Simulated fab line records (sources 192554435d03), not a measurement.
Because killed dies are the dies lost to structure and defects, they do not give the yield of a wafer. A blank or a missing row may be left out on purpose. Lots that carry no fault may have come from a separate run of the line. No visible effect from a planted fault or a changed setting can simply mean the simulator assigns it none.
fab line records	flow n5-finfet	part 2 of 2: steps 5 to 6 of 6
[record] lots = 24	wafers = 72	last-day = 19
route steps=1938 shown HKMG_FIN@407 GATE_CUT@490
lots untouched by any fault: they come from a run of this same line in which no faults occurred
start-h: start of the lot's first displayed wafer, in hours after the record's first day	wait-h: how many hours have passed since the lot's step before this one	" unchanged from the row above	L1.1+2: one row covering several wafers at once	- no value present, or no start provided	* or withheld: withheld	< > ~ a bound
route shown NAME@n: names a module that has steps shown in the file, with the first one's number in the route	usual: the fault-free wafers' mean and standard deviation	same: alike in all rows	chamber/n: place in a boat	sites: each site's reading	_std_site: standard deviation of those values	_edge_site: inner sites' mean taken away from outer sites' mean	radius-mm: for every site, how far away it sits from the centre of the wafer	mask NAME#n: copy n	behind: the last tool/chamber to shape the wafer	hold: why the lot went on hold/how many hours it stayed there/how the hold came to an end	device: transistor that didn't switch, given as n, p or np	end of line: at the end of the route, the tests of the same wafers	a step given without rows: its recipe and nothing more	killed: dies lost to structure and defects at the first sort, not the wafer's yield	map: dies across one wafer; x = killed, . = not, _ = none there
set.NAME: the setting that was run; set.NAME@STEP: the one run at that earlier step	model.NAME: the simulator's own value behind a step, which no gauge read
a sample of lots followed through the steps of the route, with each step as a table and each wafer as a row
services: a tool's chamber out of use, with start hour (start-h, from the record's first day; less than 0 if before it), hours out, and reason
[[steps]]
[step N5_HKMG_FIN_CMP_23]
[recipe] stop-on = SiNx	t-overpolish-s = 10	post-cmp-clean = rinse-only	down-force-psi = 4	platen-rpm = 50.289	pad-velocity-m-s = 1.0006	target-thk-nm = 46.326
[usual] motor-current-A = 11.9/1.1	overpolish-run-s = 10.000/0.0097	time-to-endpoint-s = 11.8/2.3
lot.wafer	tool	chamber	start-h	wait-h	motor-current-A	overpolish-run-s	time-to-endpoint-s
L074.1	cmp-02	2	78.43	0.0	12.4	10.001	12.9
L074.3	"	1	"	"	11.2	10.007	10.4
L074.5	"	2	"	"	12.6	10.005	11.4
L075.3	cmp-02	0	86.94	0.0	14.3	9.995	9.4
L075.1	"	2	"	"	12.6	9.990	10.5
L075.6	"	0	"	"	13.1	10.003	8.4
L076.3	cmp-02	0	92.56	0.0	14.5	9.992	6.9
L076.2	"	3	"	"	11.2	9.992	12.5
L076.5	"	0	"	"	13.6	9.994	11.2
L077.2	cmp-03	1	96.86	0.1	10.9	10.008	8.7
L077.4	"	2	"	"	12.5	10.004	8.3
L077.6	"	1	"	"	11.4	9.999	10.9
L078.4	cmp-01	3	104.44	0.0	10.3	10.011	14.1
L078.1	"	2	"	"	13.3	10.011	13.9
L078.6	"	3	"	"	10.5	10.005	15.4
L079.4	cmp-02	0	111.48	0.1	13.5	9.998	12.2
L079.2	"	1	"	"	12.2	9.999	15.4
L079.1	"	2	"	"	13.3	9.996	16.0
L080.1	cmp-01	1	116.50	0.0	11.5	10.004	15.8
L080.3	"	2	"	"	12.7	10.003	12.6
L080.4	"	3	"	"	11.0	10.016	14.1
L081.2	cmp-03	1	119.83	0.0	10.7	10.010	13.0
L081.4	"	3	"	"	11.6	9.988	13.7
L081.6	"	2	"	"	12.5	9.978	10.6
L082.1	cmp-01	1	129.15	0.0	11.6	10.000	13.2
L082.4	"	0	"	"	12.1	9.994	9.4
L082.6	"	2	"	"	13.4	10.004	11.2
L083.1	cmp-01	0	135.50	0.0	11.9	10.005	10.2
L083.2	"	1	"	"	11.3	10.012	12.3
L083.5	"	0	"	"	12.6	9.991	8.7
L084.4	cmp-02	3	141.64	0.1	11.8	9.993	13.6
L084.2	"	1	"	"	12.0	10.020	13.4
L084.5	"	3	"	"	11.4	10.024	10.7
L085.4	cmp-02	0	147.85	0.0	14.1	9.998	10.5
L085.2	"	1	"	"	12.7	9.991	16.2
L085.6	"	1	"	"	12.3	9.995	17.2
L086.2	cmp-02	3	154.42	0.0	11.0	10.003	13.4
L086.4	"	2	"	"	12.8	9.983	13.5
L086.5	"	0	"	"	14.4	9.995	9.6
L087.4	cmp-03	1	158.28	0.0	10.6	9.987	12.7
L087.3	"	3	"	"	12.0	10.008	12.0
L087.5	"	2	"	"	12.5	9.993	8.8
L088.2	cmp-01	3	159.95	0.0	11.3	9.986	9.2
L088.1	"	2	"	"	13.0	9.992	6.6
L088.5	"	0	"	"	11.7	9.998	10.2
L089.1	cmp-01	2	167.66	0.0	12.8	9.997	11.5
L089.4	"	0	"	"	12.5	9.989	10.7
L089.2	"	1	"	"	12.0	10.001	15.3
L090.1	cmp-02	1	174.19	0.2	12.2	10.006	15.1
L090.4	"	2	"	"	12.5	10.002	13.6
L090.6	"	3	"	"	11.7	9.986	14.9
L091.4	cmp-02	0	179.81	0.0	13.8	9.997	12.7
L091.2	"	2	"	"	12.7	10.010	13.0
L091.1	"	3	"	"	11.4	10.008	11.5
L092.2	cmp-03	1	186.54	0.0	10.9	9.991	12.5
L092.3	"	3	"	"	11.4	10.012	12.7
L092.5	"	1	"	"	10.7	10.014	7.9
L093.2	cmp-03	2	192.39	0.2	11.8	9.981	9.3
L093.4	"	3	"	"	11.1	9.968	12.6
L093.6	"	1	"	"	11.3	10.003	10.2
L094.4	cmp-02	0	199.76	0.0	13.5	9.998	9.6
L094.3	"	3	"	"	11.1	10.006	11.8
L094.5	"	0	"	"	14.2	9.984	9.9
L095.4	cmp-03	3	203.47	0.1	12.0	10.014	14.0
L095.3	"	0	"	"	10.2	9.997	10.8
L095.1	"	1	"	"	10.4	10.006	11.5
L096.4	cmp-03	3	216.02	0.1	11.3	9.995	13.1
L096.1	"	0	"	"	10.0	9.998	7.3
L096.3	"	1	"	"	10.6	9.996	9.0
L097.1	cmp-01	3	217.48	0.0	10.2	10.002	12.4
L097.3	"	1	"	"	11.5	10.018	15.0
L097.6	"	0	"	"	12.3	10.008	10.6
[step N5_GATE_CUT_DESCUM_18]
[recipe] chemistry = O2	time-s = 7	source-power-w = 50	bias-power-w = 20	pressure-mtorr = 20	rf-frequency-hz = 2.712e+07	temp-c = 40	resist = CAR-EUV	o2-flow-sccm = 225
[usual] drypump-motor-current-A = 5.7/0.56	oes-product-au = 0.81/0.084	rf-vpp-V = 242.9/1.3	showerhead-plenum-p-Torr = 2.08/0.061	throttle-valve-pct = 20.44/0.19
lot.wafer	tool	chamber	start-h	wait-h	drypump-motor-current-A	oes-product-au	rf-hours-counter-h	rf-vpp-V	showerhead-plenum-p-Torr	throttle-valve-pct
L074.1	rie-diel-02	3	83.11	0.0	6.8	0.84	67	242.1	2.04	20.76
L074.3	"	2	"	"	6.5	0.84	47	242.0	2.05	20.30
L074.5	"	2	"	"	6.5	0.84	-	241.8	2.05	20.31
L075.1	rie-diel-06	3	91.68	0.2	4.9	0.77	125	243.9	2.10	20.42
L075.3	"	0	"	"	6.5	0.70	243	243.4	2.15	20.73
L075.6	"	0	"	"	6.5	0.71	-	244.2	2.15	20.74
L076.2	rie-diel-04	0	97.79	0.1	6.0	0.98	6	243.1	2.06	20.23
L076.3	"	1	"	"	5.1	0.93	15	243.7	2.14	20.44
L076.5	"	1	"	"	5.1	0.92	-	244.1	2.14	20.45
L077.2	rie-diel-04	0	101.76	0.3	6.0	0.99	7	241.6	2.06	20.23
L077.4	"	1	"	"	5.1	0.93	15	243.5	2.14	20.45
L077.6	"	3	"	"	5.6	0.81	-	242.4	2.03	20.53
L078.1	rie-diel-06	2	109.31	0.0	5.7	0.78	115	242.2	2.01	20.44
L078.4	"	3	"	"	5.0	0.77	130	241.8	2.09	20.43
L078.6	"	1	"	"	6.0	0.72	-	243.9	2.17	20.69
L079.1	rie-diel-04	2	115.82	0.0	5.2	0.71	177	240.3	2.00	20.44
L079.2	"	0	"	"	6.0	0.97	11	244.0	2.06	20.23
L079.4	"	3	"	"	5.6	0.80	105	240.5	2.03	20.53
L080.1	rie-diel-02	1	121.14	0.3	6.4	0.75	143	243.3	2.18	20.02
L080.3	"	2	"	"	6.5	0.83	58	242.7	2.05	20.32
L080.4	"	1	"	"	6.4	0.75	-	243.4	2.18	20.02
L081.2	rie-diel-06	1	124.35	0.0	6.0	0.72	184	245.2	2.17	20.71
L081.4	"	1	"	"	6.0	0.71	-	244.0	2.17	20.70
L081.6	"	3	"	"	4.9	0.76	-	241.6	2.09	20.42
L082.1	rie-diel-04	3	133.56	0.0	5.6	0.80	110	242.5	2.03	20.52
L082.4	"	1	"	"	5.1	0.89	25	244.8	2.14	20.47
L082.6	"	0	"	"	6.0	0.95	-	241.4	2.05	20.24
L083.1	rie-diel-02	1	139.97	0.0	6.4	0.75	148	244.2	2.17	20.04
L083.2	"	2	"	"	6.6	0.82	64	241.2	2.04	20.32
L083.5	"	2	"	"	6.5	0.83	-	242.3	2.04	20.33
L084.2	rie-diel-04	3	146.08	0.0	5.6	0.80	114	243.0	2.03	20.56
L084.4	"	1	"	"	5.1	0.89	28	242.9	2.14	20.48
L084.5	"	0	"	"	6.0	0.93	-	243.4	2.05	20.24
L085.2	rie-diel-06	2	152.47	0.0	5.7	0.78	129	241.1	2.00	20.45
L085.4	"	0	"	"	6.4	0.97	5	245.0	2.15	20.29
L085.6	"	3	"	"	4.9	0.76	-	245.1	2.09	20.45
L086.2	rie-diel-02	3	158.96	0.0	6.8	0.81	86	243.4	2.03	20.79
L086.4	"	2	"	"	6.5	0.81	70	243.1	2.04	20.33
L086.5	"	3	"	"	6.8	0.82	-	243.1	2.04	20.81
L087.3	rie-diel-04	2	162.77	0.0	5.2	0.71	191	242.3	2.00	20.46
L087.4	"	3	"	"	5.6	0.79	119	241.0	2.03	20.56
L087.5	"	1	"	"	5.1	0.88	-	244.6	2.13	20.47
L088.1	rie-diel-04	3	164.76	0.0	5.6	0.79	119	243.4	2.03	20.55
L088.2	"	2	"	"	5.2	0.71	191	241.4	2.00	20.47
L088.5	"	1	"	"	5.1	0.89	-	243.4	2.13	20.47
L089.1	rie-diel-06	3	172.44	0.0	4.9	0.74	151	242.7	2.09	20.46
L089.2	"	0	"	"	6.5	0.95	11	242.8	2.15	20.27
L089.4	"	1	"	"	6.0	0.71	196	244.8	2.16	20.72
L090.1	rie-diel-06	1	178.69	0.3	6.0	0.71	198	244.1	2.16	20.73
L090.4	"	2	"	"	5.7	0.77	137	242.2	2.00	20.46
L090.6	"	1	"	"	6.0	0.71	-	244.4	2.16	20.73
L091.1	rie-diel-04	1	184.52	0.0	5.1	0.87	40	242.5	2.13	20.50
L091.2	"	2	"	"	5.2	0.71	198	240.8	1.99	20.48
L091.4	"	0	"	"	5.9	0.92	31	242.9	2.05	20.25
L092.2	rie-diel-06	0	191.88	0.3	6.5	0.92	17	243.7	2.15	20.29
L092.3	"	3	"	"	4.9	0.73	157	243.3	2.08	20.48
L092.5	"	3	"	"	4.9	0.74	-	243.5	2.08	20.46
L093.2	rie-diel-04	2	196.81	0.1	5.2	0.70	202	242.4	1.99	20.47
L093.4	"	0	"	"	6.0	0.91	35	242.4	2.05	20.26
L093.6	"	3	"	"	5.6	0.78	-	240.6	2.02	20.57
L094.3	rie-diel-04	3	204.60	0.3	5.6	0.78	132	243.6	2.02	20.57
L094.4	"	2	"	"	5.2	0.70	203	240.8	1.99	20.48
L094.5	"	3	"	"	5.6	0.78	-	241.8	2.02	20.57
L095.1	rie-diel-04	3	208.62	0.0	5.6	0.77	133	241.9	2.02	20.57
L095.3	"	1	"	"	5.1	0.86	48	243.8	2.13	20.51
L095.4	"	2	"	"	5.2	0.69	205	242.1	1.99	20.48
L096.1	rie-diel-02	3	223.85	0.1	6.8	0.79	105	242.3	2.03	20.81
L096.3	"	0	"	"	5.3	0.84	66	242.1	2.12	20.26
L096.4	"	2	"	"	6.5	0.79	86	243.0	2.04	20.35
L097.1	rie-diel-06	2	224.24	0.3	5.6	0.75	150	242.1	1.99	20.47
L097.3	"	0	"	"	6.5	0.90	26	243.1	2.14	20.31
L097.6	"	0	"	"	6.5	0.90	-	243.0	2.14	20.31
[[services]]
tool	chamber	start-h	hours	kind
ald-metal-04	-	49.36	1.4	repair
rie-diel-03	2	54.26	1.3	repair
cmp-02	-	54.86	3.2	pm
cmp-01	-	56.21	4.0	pm
cmp-02	-	60.73	1.8	repair
rie-diel-01	2	61.20	4.2	repair
cmp-02	-	63.68	1.8	repair
rie-diel-04	3	65.13	6.8	repair
cmp-03	-	73.45	3.1	repair
cmp-01	-	74.32	0.8	repair
ald-metal-01	0	81.21	10.6	repair
ald-metal-01	1	105.97	13.8	repair
cmp-01	-	122.23	2.0	repair
rie-diel-04	-	153.50	0.6	repair
cmp-02	-	158.84	4.6	pm
rie-diel-06	1	160.12	7.3	repair
cmp-02	-	164.31	1.0	repair
rie-diel-03	2	165.53	5.8	repair
rie-diel-05	0	191.10	10.4	repair
rie-diel-01	2	193.46	18.9	repair
rie-diel-06	1	198.28	9.6	repair
rie-diel-03	2	206.92	7.6	repair
cmp-02	-	212.65	4.0	pm
rie-diel-04	-	216.50	0.6	repair
